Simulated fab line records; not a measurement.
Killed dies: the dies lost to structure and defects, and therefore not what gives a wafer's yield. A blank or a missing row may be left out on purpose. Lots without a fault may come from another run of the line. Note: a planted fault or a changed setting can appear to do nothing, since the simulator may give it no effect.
fab line records | flow nand_harc
record: lots: 6 | wafers: 18 | last_day: 32
route steps=1302 shown A_STAIRCASE@732 END@1302
lots that met no fault: from a run of the same line without faults
start_h: the number of hours between the record's first day and the start of the first shown wafer of the lot | wait_h: hours elapsed since this lot's preceding step | " unchanged from the row above | L1.1+2: a row that stands for several wafers | - either no value or no given start | * or withheld: withheld | < > ~ a bound
route shown NAME@n: a module of which the file shows steps, and the number in the route of the first | usual: mean and standard deviation over wafers with no fault | same: alike in all rows | chamber/n: place in a boat | sites: per-site readings | _std_site: standard deviation across them | _edge_site: the outer-site mean with the inner-site mean subtracted | radius_mm: for every site, how far away it sits from the centre of the wafer | mask NAME#n: copy n | behind: the last tool/chamber to shape the wafer | hold: the reason the lot was held/the length of the hold in hours/how it ended | device: transistor that didn't switch, given as n, p or np | end of line: tests of these same wafers at the route's end | step lacking rows: just its recipe | killed: the dies lost at the first sort to structure and to defects; this is not the yield of the wafer | map: a wafer's dies, marking killed ones x, the rest . and places with no die _
set.NAME: the setting that was run; set.NAME@STEP: the one run at that earlier step | model.NAME: the simulator's own value behind a step, which no gauge read
lots at selected steps of the route; one table per step, one row per wafer
services: from which hour (start_h, from the record's first day; less than 0 if before it) a tool's chamber was out of use, for how many hours, and why
== steps ==
step: NHARC_A_STAIRCASE_HARDBAKE_218
recipe: temp_c: 120 | time_s: 140
step: NHARC_A_STAIRCASE_DESCUM_219
recipe: time_s: 3 | o2_flow_sccm: 200 | ar_flow_sccm: 0 | bias_power_w: 0 | chemistry: O2
step: NHARC_A_STAIRCASE_TRIM_220
recipe: time_s: 211.2 | o2_flow_sccm: 500 | ar_flow_sccm: 0 | bias_w: 0 | chemistry: O2
step: NHARC_A_STAIRCASE_ETCH_221
recipe: target_depth_a: 1000 | time_s: 40.5 | ion_energy_ev: 400 | c4f8_flow_sccm: 20 | o2_flow_sccm: 10 | ar_flow_sccm: withheld | rf_w: 600 | bias_w: 1000 | chemistry: C4F8/O2
step: NHARC_A_STAIRCASE_TRIM_222
recipe: time_s: 211.2 | o2_flow_sccm: 500 | ar_flow_sccm: 0 | bias_w: 0 | chemistry: O2
step: NHARC_A_STAIRCASE_ETCH_223
recipe: target_depth_a: 1000 | time_s: 40.5 | ion_energy_ev: 400 | c4f8_flow_sccm: 20 | o2_flow_sccm: 10 | ar_flow_sccm: withheld | rf_w: 600 | bias_w: 1000 | chemistry: C4F8/O2
step: NHARC_A_STAIRCASE_TRIM_224
recipe: time_s: 211.2 | o2_flow_sccm: 500 | ar_flow_sccm: 0 | bias_w: 0 | chemistry: O2
step: NHARC_A_STAIRCASE_ETCH_225
recipe: target_depth_a: 1000 | time_s: 40.5 | ion_energy_ev: 400 | c4f8_flow_sccm: 20 | o2_flow_sccm: 10 | ar_flow_sccm: withheld | rf_w: 600 | bias_w: 1000 | chemistry: C4F8/O2
step: NHARC_A_STAIRCASE_TRIM_226
recipe: time_s: 211.2 | o2_flow_sccm: 500 | ar_flow_sccm: 0 | bias_w: 0 | chemistry: O2
usual: drypump_motor_current_A: 5.8/0.54 | oes_product_au: 1.000/0.012 | rf_vpp_V: 57.4/0.96 | showerhead_plenum_p_Torr: 3.43/0.12 | throttle_valve_pct: 17.036/0.0092
lot.wafer | tool        | chamber | start_h | wait_h | drypump_motor_current_A | oes_product_au | rf_hours_counter_h | rf_vpp_V | showerhead_plenum_p_Torr | throttle_valve_pct
L583.4    | rie_diel-02 | 0       | -       | -      | 5.6                     | 1.016          | 24                 | 56.9     | 3.28                     | 17.038
L583.3    | "           | 2       | "       | "      | 4.8                     | 0.995          | 25                 | 58.1     | 3.45                     | 17.050
L583.5    | "           | 0       | "       | "      | 5.6                     | 1.010          | -                  | 57.0     | 3.28                     | 17.039
L585.2    | rie_diel-12 | 0       | -       | -      | 6.8                     | 1.004          | 6                  | 58.4     | 3.31                     | 17.039
L585.3    | "           | 2       | "       | "      | 5.9                     | 1.012          | 5                  | 57.5     | 3.46                     | 17.041
L585.6    | "           | 0       | "       | "      | 6.7                     | 1.008          | -                  | 56.5     | 3.31                     | 17.041
L586.3    | rie_diel-02 | 1       | -       | -      | 6.1                     | 0.991          | 28                 | 57.5     | 3.33                     | 17.045
L586.4    | "           | 2       | "       | "      | 4.7                     | 0.991          | 27                 | 58.8     | 3.45                     | 17.048
L586.6    | "           | 2       | "       | "      | 4.8                     | 0.985          | -                  | 58.7     | 3.45                     | 17.027
L587.4    | rie_diel-12 | 0       | -       | -      | 6.8                     | 1.002          | 17                 | 56.1     | 3.30                     | 17.036
L587.6    | "           | 1       | "       | "      | 6.1                     | 1.003          | -                  | 56.5     | 3.43                     | 17.029
L587.5    | "           | 2       | "       | "      | 5.9                     | 1.010          | -                  | 58.0     | 3.45                     | 17.034
L592.3    | rie_diel-09 | 1       | -       | -      | 5.5                     | 0.988          | 9                  | 59.6     | 3.65                     | 17.032
L592.6    | "           | 0       | "       | "      | 5.3                     | 0.983          | -                  | 57.0     | 3.51                     | 17.021
L592.5    | "           | 1       | "       | "      | 5.6                     | 0.986          | -                  | 58.6     | 3.65                     | 17.030
L591.4    | rie_diel-02 | 0       | -       | -      | 5.6                     | 1.012          | 52                 | 57.2     | 3.27                     | 17.036
L591.2    | "           | 1       | "       | "      | 6.0                     | 0.987          | 45                 | 57.0     | 3.32                     | 17.042
L591.6    | "           | 3       | "       | "      | 6.1                     | 1.005          | -                  | 56.2     | 3.34                     | 17.048
step: NHARC_A_STAIRCASE_ETCH_227
recipe: target_depth_a: 1000 | time_s: 40.5 | ion_energy_ev: 400 | c4f8_flow_sccm: 20 | o2_flow_sccm: 10 | ar_flow_sccm: withheld | rf_w: 600 | bias_w: 1000 | chemistry: C4F8/O2
step: NHARC_A_STAIRCASE_TRIM_229
recipe: time_s: 211.2 | o2_flow_sccm: 500 | ar_flow_sccm: 0 | bias_w: 0 | chemistry: O2
step: NHARC_A_STAIRCASE_ETCH_230
recipe: target_depth_a: 1000 | time_s: 40.5 | ion_energy_ev: 400 | c4f8_flow_sccm: 20 | o2_flow_sccm: 10 | ar_flow_sccm: withheld | rf_w: 600 | bias_w: 1000 | chemistry: C4F8/O2
usual: oes_product_au: 0.950/0.016 | rf_vpp_V: 893/4.3
lot.wafer | tool        | chamber | start_h | wait_h | oes_product_au | rf_hours_counter_h | rf_vpp_V
L583.3    | rie_diel-09 | 1       | 469.59  | -      | 0.949          | 38                 | 901
L583.4    | "           | 0       | "       | "      | 0.970          | 45                 | 895
L583.5    | "           | 2       | "       | "      | 0.957          | -                  | 898
L585.3    | rie_diel-12 | 3       | 475.83  | -      | 0.948          | 6                  | 894
L585.2    | "           | 0       | "       | "      | 0.934          | 6                  | 888
L585.6    | "           | 0       | "       | "      | 0.932          | -                  | 890
L586.3    | rie_diel-02 | 1       | 475.95  | -      | 0.940          | 28                 | 890
L586.4    | "           | 0       | "       | "      | 0.959          | 26                 | 886
L586.6    | "           | 2       | "       | "      | 0.931          | -                  | 893
L587.4    | rie_diel-02 | 0       | 494.96  | -      | 0.966          | 33                 | 886
L587.5    | "           | 3       | "       | "      | 0.964          | -                  | 890
L587.6    | "           | 0       | "       | "      | 0.972          | -                  | 886
L592.3    | rie_diel-12 | 1       | 537.95  | -      | 0.917          | 30                 | 893
L592.5    | "           | 1       | "       | "      | 0.914          | -                  | 892
L592.6    | "           | 2       | "       | "      | 0.945          | -                  | 893
L591.4    | rie_diel-12 | 3       | 542.57  | -      | 0.968          | 39                 | 892
L591.2    | "           | 0       | "       | "      | 0.967          | 36                 | 888
L591.6    | "           | 3       | "       | "      | 0.976          | -                  | 892
step: NHARC_A_STAIRCASE_TRIM_231
recipe: time_s: 211.2 | o2_flow_sccm: 500 | ar_flow_sccm: 0 | bias_w: 0 | chemistry: O2
step: NHARC_A_STAIRCASE_ETCH_232
recipe: target_depth_a: 1000 | time_s: 40.5 | ion_energy_ev: 400 | c4f8_flow_sccm: 20 | o2_flow_sccm: 10 | ar_flow_sccm: withheld | rf_w: 600 | bias_w: 1000 | chemistry: C4F8/O2
step: NHARC_A_STAIRCASE_TRIM_233
recipe: time_s: 211.2 | o2_flow_sccm: 500 | ar_flow_sccm: 0 | bias_w: 0 | chemistry: O2
step: NHARC_A_STAIRCASE_ETCH_234
recipe: target_depth_a: 1000 | time_s: 40.5 | ion_energy_ev: 400 | c4f8_flow_sccm: 20 | o2_flow_sccm: 10 | ar_flow_sccm: withheld | rf_w: 600 | bias_w: 1000 | chemistry: C4F8/O2
usual: oes_product_au: 0.945/0.013 | rf_vpp_V: 893/4.4
lot.wafer | tool        | chamber | start_h | wait_h | oes_product_au | rf_hours_counter_h | rf_vpp_V
L583.3    | rie_diel-09 | 2       | -       | -      | 0.955          | 40                 | 897
L583.4    | "           | 3       | "       | "      | 0.957          | 44                 | 901
L583.5    | "           | 3       | "       | "      | 0.958          | -                  | 900
L585.3    | rie_diel-12 | 3       | -       | -      | 0.933          | 6                  | 894
L585.2    | "           | 1       | "       | "      | 0.929          | 6                  | 892
L585.6    | "           | 0       | "       | "      | 0.930          | -                  | 887
L586.4    | rie_diel-02 | 1       | -       | -      | 0.925          | 28                 | 887
L586.3    | "           | 3       | "       | "      | 0.944          | 26                 | 891
L586.6    | "           | 1       | "       | "      | 0.913          | -                  | 889
L587.4    | rie_diel-02 | 2       | -       | -      | 0.954          | 35                 | 892
L587.6    | "           | 0       | "       | "      | 0.947          | -                  | 886
L587.5    | "           | 1       | "       | "      | 0.961          | -                  | 890
L592.3    | rie_diel-12 | 2       | -       | -      | 0.945          | 33                 | 893
L592.5    | "           | 0       | "       | "      | 0.955          | -                  | 887
L592.6    | "           | 1       | "       | "      | 0.924          | -                  | 893
L591.2    | rie_diel-12 | 1       | -       | -      | 0.947          | 32                 | 893
L591.4    | "           | 2       | "       | "      | 0.968          | 35                 | 895
L591.6    | "           | 3       | "       | "      | 0.957          | -                  | 892
step: NHARC_A_STAIRCASE_TRIM_235
recipe: time_s: 211.2 | o2_flow_sccm: 500 | ar_flow_sccm: 0 | bias_w: 0 | chemistry: O2
step: NHARC_A_STAIRCASE_ETCH_236
recipe: target_depth_a: 1000 | time_s: 40.5 | ion_energy_ev: 400 | c4f8_flow_sccm: 20 | o2_flow_sccm: 10 | ar_flow_sccm: withheld | rf_w: 600 | bias_w: 1000 | chemistry: C4F8/O2
step: NHARC_A_STAIRCASE_STRIP_238
recipe: power_w: 1500 | temp_c: 250 | chemistry: O2
usual: drypump_motor_current_A: 5.83/0.21 | heater_power_w: 308/29
lot.wafer | tool            | chamber | start_h | wait_h | drypump_motor_current_A | heater_power_w | rf_hours_counter_h
L583.4    | plasma_asher-01 | 1       | 470.55  | 0.2    | 5.58                    | 350            | -
L583.3    | "               | 0       | "       | "      | 5.87                    | 314            | -
L583.5    | "               | 0       | "       | "      | 5.86                    | 318            | -
L586.4    | plasma_asher-01 | 1       | 477.34  | 0.2    | 5.58                    | 345            | -
L586.3    | "               | 0       | "       | "      | 5.89                    | 305            | -
L586.6    | "               | 1       | "       | "      | 5.60                    | 340            | -
L585.2    | plasma_asher-01 | 1       | 478.18  | 0.1    | 5.60                    | 338            | 29
L585.3    | "               | 0       | "       | "      | 5.87                    | 310            | -
L585.6    | "               | 1       | "       | "      | 5.61                    | 339            | -
L587.4    | plasma_asher-02 | 1       | 495.91  | 0.2    | 5.72                    | 295            | -
L587.5    | "               | 1       | "       | "      | 5.73                    | 287            | -
L587.6    | "               | 0       | "       | "      | 6.20                    | 281            | -
L592.3    | plasma_asher-01 | 0       | 538.95  | 0.2    | 5.84                    | 293            | -
L592.6    | "               | 1       | "       | "      | 5.59                    | 356            | -
L592.5    | "               | 0       | "       | "      | 5.85                    | 285            | -
L591.2    | plasma_asher-01 | 1       | 543.43  | 0.1    | 5.62                    | 362            | 3
L591.4    | "               | 1       | "       | "      | 5.60                    | 364            | -
L591.6    | "               | 0       | "       | "      | 5.90                    | 288            | -
step: NHARC_A_STAIRCASE_STRIP_239
recipe: time_s: 900 | temp_c: 130 | chemistry: SPM
step: NHARC_A_STAIRCASE_PRECLEAN_240
recipe: time_s: * | temp_c: 50 | bath_age_min: 0 | chemistry: SC1
step: NHARC_A_STAIRCASE_SRD_241
step: NHARC_A_STAIRCASE_DEHYDRATE_242
recipe: temp_c: 150 | time_s: 120
step: NHARC_A_STAIRCASE_HMDS_243
recipe: time_s: 30
step: NHARC_A_STAIRCASE_COAT_244
recipe: spin_rpm: 1200
step: NHARC_A_STAIRCASE_SOFTBAKE_245
recipe: temp_c: 135 | time_s: 170
step: NHARC_A_STAIRCASE_EBR_246
step: NHARC_A_STAIRCASE_EXPOSE_247
recipe: na: 0.5 | dose_mj: 25.34 | mask_id: SDS_1
step: NHARC_A_STAIRCASE_PEB_248
recipe: peb_temp_c: 115 | peb_time_s: 130
step: NHARC_A_STAIRCASE_DEVELOP_249
recipe: time_s: 140
step: NHARC_A_STAIRCASE_HARDBAKE_251
recipe: temp_c: 120 | time_s: 140
step: NHARC_A_STAIRCASE_DESCUM_252
recipe: time_s: 3 | o2_flow_sccm: 200 | ar_flow_sccm: 0 | bias_power_w: 0 | chemistry: O2
step: NHARC_A_STAIRCASE_ETCH_253
recipe: target_depth_a: 500 | time_s: 20.2 | ion_energy_ev: 400 | c4f8_flow_sccm: 20 | o2_flow_sccm: 10 | ar_flow_sccm: withheld | rf_w: 600 | bias_w: 1000 | chemistry: C4F8/O2
step: NHARC_A_STAIRCASE_STRIP_254
recipe: power_w: 1500 | temp_c: 250 | chemistry: O2
step: NHARC_A_STAIRCASE_STRIP_255
recipe: time_s: 900 | temp_c: 130 | chemistry: SPM
step: NHARC_A_STAIRCASE_PRECLEAN_256
recipe: time_s: * | temp_c: 50 | bath_age_min: 0 | chemistry: SC1
step: NHARC_A_STAIRCASE_SRD_257
step: NHARC_A_STAIRCASE_HM_DEP_456
recipe: target_thk_a: 31000 | temp_c: 400 | material: aC
usual: throttle_valve_pct: 35.000/0.0097
lot.wafer | tool       | chamber | start_h | wait_h | throttle_valve_pct
L583.3    | acl_dep-02 | 0       | 473.56  | -      | 34.991
L583.4    | "          | 0       | "       | "      | 35.009
L583.5    | "          | 0       | "       | "      | 34.997
L586.3    | acl_dep-03 | 0       | 480.58  | -      | 35.016
L586.4    | "          | 0       | "       | "      | 35.004
L586.6    | "          | 0       | "       | "      | 34.992
L585.2    | acl_dep-01 | 0       | 481.48  | -      | 34.999
L585.3    | "          | 0       | "       | "      | 34.995
L585.6    | "          | 0       | "       | "      | 34.985
L587.4    | acl_dep-03 | 0       | 503.12  | -      | 34.993
L587.5    | "          | 0       | "       | "      | 35.005
L587.6    | "          | 0       | "       | "      | 34.994
L592.3    | acl_dep-01 | 0       | 542.90  | -      | 35.009
L592.5    | "          | 0       | "       | "      | 34.999
L592.6    | "          | 0       | "       | "      | 35.007
L591.2    | acl_dep-01 | 0       | 549.45  | -      | 35.013
L591.4    | "          | 0       | "       | "      | 35.009
L591.6    | "          | 0       | "       | "      | 35.001
step: NHARC_A_STAIRCASE_DEP_259
recipe: target_thk_a: 300 | target_thk_nm: 30 | temp_c: 400 | pressure_torr: 3.5 | flow_sccm: 200 | rf_w: 350 | material: SiON
usual: heater_power_outer_w: 434/64 | heater_power_w: 719/89
lot.wafer | tool     | chamber | start_h | wait_h | heater_power_outer_w | heater_power_w | since_wet_clean_h
L583.3    | pecvd-03 | 0       | 474.80  | 0.9    | 443                  | 669            | 96
L583.4    | "        | 0       | "       | "      | 449                  | 653            | -
L583.5    | "        | 1       | "       | "      | 357                  | 649            | -
L586.3    | pecvd-02 | 1       | 481.91  | 1.0    | 403                  | 640            | 61
L586.4    | "        | 2       | "       | "      | 418                  | 649            | -
L586.6    | "        | 0       | "       | "      | 422                  | 763            | -
L585.3    | pecvd-03 | 2       | 483.05  | 1.0    | 472                  | 786            | 104
L585.2    | "        | 1       | "       | "      | 388                  | 677            | 104
L585.6    | "        | 1       | "       | "      | 394                  | 696            | -
L587.4    | pecvd-02 | 0       | 504.16  | 0.7    | 467                  | 817            | -
L587.6    | "        | 1       | "       | "      | 396                  | 617            | -
L587.5    | "        | 2       | "       | "      | 393                  | 628            | -
L592.3    | pecvd-02 | 0       | 544.17  | 1.0    | 410                  | 731            | 123
L592.5    | "        | 2       | "       | "      | 472                  | 738            | -
L592.6    | "        | 1       | "       | "      | 364                  | 578            | -
L591.2    | pecvd-02 | 1       | 551.07  | 1.3    | 363                  | 602            | 130
L591.4    | "        | 2       | "       | "      | 503                  | 759            | -
L591.6    | "        | 1       | "       | "      | 376                  | 611            | -
step: NHARC_END_SORT_01
recipe: temp_c: 25
usual: killed_at_array: 59/21 | killed_at_other: 1.0/1.1 | killed_at_periphery: 4.0/2.6 | killed_dies: 64/21 | killed_open: 3.2/1.7 | killed_short: 2.5/1.5
same: gross_dies: 677
lot.wafer | tool      | chamber | start_h | wait_h | killed_at_array | killed_at_other | killed_at_periphery | killed_dies | killed_open | killed_short
L585.2    | prober-01 | 0       | 674.20  | 2.8    | 45              | 0               | 2                   | 47          | 4           | 1
L585.3    | prober-01 | 0       | 674.99  | 3.1    | 54              | 2               | 3                   | 59          | 5           | 3
L585.6    | prober-01 | 0       | 677.38  | 4.0    | 38              | 0               | 2                   | 40          | 4           | 7
L586.3    | prober-02 | 0       | 675.03  | 3.1    | 84              | 1               | 1                   | 86          | 2           | 2
L586.4    | prober-02 | 0       | 675.83  | 3.4    | 89              | 0               | 2                   | 91          | 1           | 1
L586.6    | prober-02 | 0       | 677.44  | 4.0    | 79              | 1               | 4                   | 84          | 1           | 3
L592.3    | prober-01 | 0       | 753.79  | 3.0    | 146             | 0               | 4                   | 150         | 4           | 5
L592.5    | prober-01 | 0       | 755.36  | 3.6    | 147             | 1               | 1                   | 149         | 4           | 1
L592.6    | prober-01 | 0       | 756.15  | 3.9    | 131             | 0               | 6                   | 137         | 4           | 1
L591.2    | prober-01 | 0       | 765.22  | 2.8    | 141             | 0               | 3                   | 144         | 2           | 2
L591.4    | prober-01 | 0       | 766.81  | 3.4    | 159             | 0               | 5                   | 164         | 0           | 3
L591.6    | prober-01 | 0       | 768.39  | 4.0    | 171             | 2               | 4                   | 177         | 3           | 1
killed by level:class
L585.2 A_CHANNEL_HOLE_D2:chamber_film_flake=22 A_CHANNEL_HOLE_D1:chamber_film_flake=9 A_CONTACT:chamber_film_flake=4 A_CHANNEL_FILL_D1:chamber_film_flake=3 A_STAIRCASE:chamber_film_flake=2 P_GATE:geometric_particle:open=1 A_ONON_D1:geometric_particle:short=1 A_CHANNEL_FILL_D1:geometric_particle:open=1
L585.3 A_CHANNEL_HOLE_D2:chamber_film_flake=26 A_CHANNEL_HOLE_D1:chamber_film_flake=10 A_CONTACT:chamber_film_flake=5 A_DECK1_JOINT:chamber_film_flake=4 A_CHANNEL_FILL_D1:geometric_particle:open=3 P_STI:geometric_particle:short=2 THIN_TSV:chamber_film_flake=2 A_ONON_D1:geometric_particle:short=1
L586.3 A_CHANNEL_HOLE_D1:chamber_film_flake=36 A_SLIT:chamber_film_flake=31 A_CHANNEL_HOLE_D2:chamber_film_flake=11 A_SOURCE_PLATE:geometric_particle:short=1 A_DECK1_JOINT:geometric_particle:open=1 A_ONON_D2:geometric_particle:short=1 A_BLC:geometric_particle:open=1 P_BONDPAD:chamber_film_flake=1
L586.4 A_CHANNEL_HOLE_D1:chamber_film_flake=34 A_SLIT:chamber_film_flake=34 A_CHANNEL_HOLE_D2:chamber_film_flake=18 P_BONDPAD:chamber_film_flake=2 A_CHANNEL_HOLE_D1:geometric_particle:short=1 A_BLC:geometric_particle:open=1 A_STAIRCASE:chamber_film_flake=1
L585.6 A_CHANNEL_HOLE_D2:chamber_film_flake=13 A_CHANNEL_HOLE_D1:chamber_film_flake=7 A_WL_FILL:geometric_particle:short=3 A_DECK1_JOINT:chamber_film_flake=3 A_SLIT:chamber_film_flake=2 P_M0:geometric_particle:open=1 A_SOURCE_PLATE:geometric_particle:short=1 A_ONON_D1:geometric_particle:open=1
L586.6 A_SLIT:chamber_film_flake=32 A_CHANNEL_HOLE_D1:chamber_film_flake=26 A_CHANNEL_HOLE_D2:chamber_film_flake=14 A_ZERO_WELL:chamber_film_flake=3 P_STI:geometric_particle:short=1 P_CONTACT:geometric_particle:open=1 A_DECK1_JOINT:geometric_particle:short=1 A_SGD_CUT:geometric_particle:short=1
L592.3 A_STAIRCASE:unspecified=100 A_CHANNEL_HOLE_D2:chamber_film_flake=22 A_CHANNEL_HOLE_D1:chamber_film_flake=7 A_CONTACT:chamber_film_flake=6 A_SLIT:chamber_film_flake=4 A_CHANNEL_FILL_D1:geometric_particle:open=2 P_M1:chamber_film_flake=2 P_M0:geometric_particle:open=1
L592.5 A_STAIRCASE:unspecified=100 A_CHANNEL_HOLE_D2:chamber_film_flake=20 A_CHANNEL_HOLE_D1:chamber_film_flake=10 A_SLIT:chamber_film_flake=7 A_STAIRCASE:chamber_film_flake=3 A_CONTACT:chamber_film_flake=2 A_SOURCE_PLATE:geometric_particle:open=1 A_CHANNEL_FILL_D1:geometric_particle:open=1
L592.6 A_STAIRCASE:unspecified=91 A_CHANNEL_HOLE_D2:chamber_film_flake=12 A_SLIT:chamber_film_flake=9 A_CHANNEL_HOLE_D1:chamber_film_flake=8 P_M1:chamber_film_flake=3 A_CONTACT:chamber_film_flake=3 A_SOURCE_PLATE:geometric_particle:open=2 A_STAIRCASE:chamber_film_flake=2
L591.2 A_STAIRCASE:unspecified=50 A_CHANNEL_HOLE_D2:chamber_film_flake=30 A_SLIT:chamber_film_flake=27 A_CHANNEL_HOLE_D1:chamber_film_flake=23 A_CONTACT:chamber_film_flake=4 A_M1:chamber_film_flake=3 P_GATE:geometric_particle:open=1 A_CHANNEL_FILL_D2:geometric_particle:short=1
L591.4 A_STAIRCASE:unspecified=67 A_SLIT:chamber_film_flake=31 A_CHANNEL_HOLE_D1:chamber_film_flake=26 A_CHANNEL_HOLE_D2:chamber_film_flake=22 A_CONTACT:chamber_film_flake=6 P_GATE:chamber_film_flake=4 A_ONON_D2:geometric_particle:short=2 A_CHANNEL_HOLE_D2:geometric_particle:short=1
L591.6 A_STAIRCASE:unspecified=71 A_SLIT:chamber_film_flake=34 A_CHANNEL_HOLE_D1:chamber_film_flake=32 A_CHANNEL_HOLE_D2:chamber_film_flake=17 A_CONTACT:chamber_film_flake=8 P_STI:chamber_film_flake=2 P_GATE:chamber_film_flake=2 THIN_TSV:chamber_film_flake=2
map L591.6 (x killed, . not)
____________.____________
_________.....x._________
_______........xx._______
______..........x..______
_____.........xxxxx._____
____........x..x.x.x.____
____..........xxxxxx.____
___..........xx.xxxx..___
___.....x.......x...x.___
__..............xx.x...__
__.........x....xxx....__
_..........x....x......._
_x...............x......_
_......................._
_...x..................._
_......................._
..................x......
xxxxx....................
xxxxxx........x...x......
xxxxxx.........xxxx.....x
xxxxxxx.........xxx......
_xxxxxx.........x.xx.x.._
_xxxxxx......xxxxxxx...._
_xxxxxxx......xxxxx.x..._
_xxxxxx.......x.xxxxxx.._
_xxxxxx.........xxxx...._
__xxxxx........xxxx.x..__
__xxxxxx....x...xxxxx..__
___xxx....xx.....xx.x.___
___xx..x..xx......x...___
____...........x.....____
____..x..x...........____
_____.......x......._____
______.............______
_______.x........x_______
_________....x.._________
____________.____________
map L592.3 (x killed, . not)
____________.____________
_________......._________
_______.x.......x._______
______.............______
_____..............x_____
____......x....x.....____
____.................____
___.....x.xx..........___
___..x..xxx.x..x......___
__.......xxx...........__
__.....x.xx...x......x.__
_....x.x..xxx..........._
_..xx..xxxx............._
_.....xxxx.xx..........._
_..x.xxxxxxxx..........._
_...xxxxxxx............._
...xxxxxxxx..............
...xxxxxxxxx.............
.x.xxxxxxxx..............
...xxxxxxxx........x.....
..xxxxxxxxx..............
_..xxxxxxxxxx..........._
_.xxxxxxxxx............._
_..xxxxxxxxx............_
_..xxxxx.xx............._
_..x.xxxxx.............._
__...xx................__
__.........x..........x__
___...................___
___...............x...___
____.........x.......____
____.................____
_____........x...x.._____
______.........x.x.______
_______..........._______
_________......._________
____________.____________
== services ==
tool            | chamber | start_h | hours | kind
rie_diel-12     | -       | 449.16  | 9.0   | pm
rie_diel-12     | 0       | 449.16  | 9.0   | vent_cycle
rie_diel-12     | 1       | 449.16  | 9.0   | vent_cycle
rie_diel-12     | 2       | 449.16  | 9.0   | vent_cycle
rie_diel-12     | 3       | 449.16  | 9.0   | vent_cycle
plasma_asher-02 | -       | 451.87  | 1.3   | repair
rie_diel-12     | 0       | 458.16  | -     | clean
rie_diel-12     | 1       | 458.16  | -     | clean
rie_diel-12     | 2       | 458.16  | -     | clean
rie_diel-12     | 3       | 458.16  | -     | clean
plasma_asher-02 | -       | 464.37  | 2.1   | repair
pecvd-03        | -       | 475.02  | 1.0   | repair
rie_diel-12     | 0       | 484.73  | -     | clean
rie_diel-12     | 1       | 484.73  | -     | clean
rie_diel-12     | 2       | 484.73  | -     | clean
rie_diel-12     | 3       | 484.73  | -     | clean
acl_dep-03      | -       | 484.93  | 13.0  | pm
acl_dep-01      | -       | 489.15  | 1.1   | repair
rie_diel-09     | -       | 497.19  | 9.0   | pm
plasma_asher-01 | -       | 519.00  | 9.0   | pm
rie_diel-02     | 1       | 529.22  | 12.6  | repair
pecvd-03        | 2       | 536.28  | 6.2   | repair
pecvd-03        | -       | 547.00  | 13.0  | pm
acl_dep-01      | -       | 550.99  | 13.0  | pm
== key ==
first_sign: step: NHARC_END_SORT_01 | reading: killed_at_array | direction: up | sigmas: 4.3 | usual: 59 | struck: 149
effect: step: NHARC_END_SORT_01 | reading: killed_dies | direction: up | sigmas: 4.2 | usual: 64 | struck: 154
more_kills_born_at: NHARC_A_STAIRCASE_ETCH_230@rie_diel-12: 476
met_at NHARC_A_STAIRCASE_ETCH_230
struck_wafers L591.2,L591.4,L591.6,L592.3,L592.5,L592.6
tester_left_out L591,L592
onset_between 475.83 537.95
also_fits time
fault: kind: chamber_particle_source | tool: rie_diel-12 | chamber: - | onset_h: 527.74 | steps: NHARC_A_STAIRCASE_ETCH_230 | rate_per_visit_cm2: 1.503 | end_h: 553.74
tester_left_out: of these lots the tester's yield and bins aren't shown, on N5 and GAA mostly nor the transistor test; their killed dies are dies lost to structure and defects alone, not to doping, threshold or leakage, so they don't give the yield
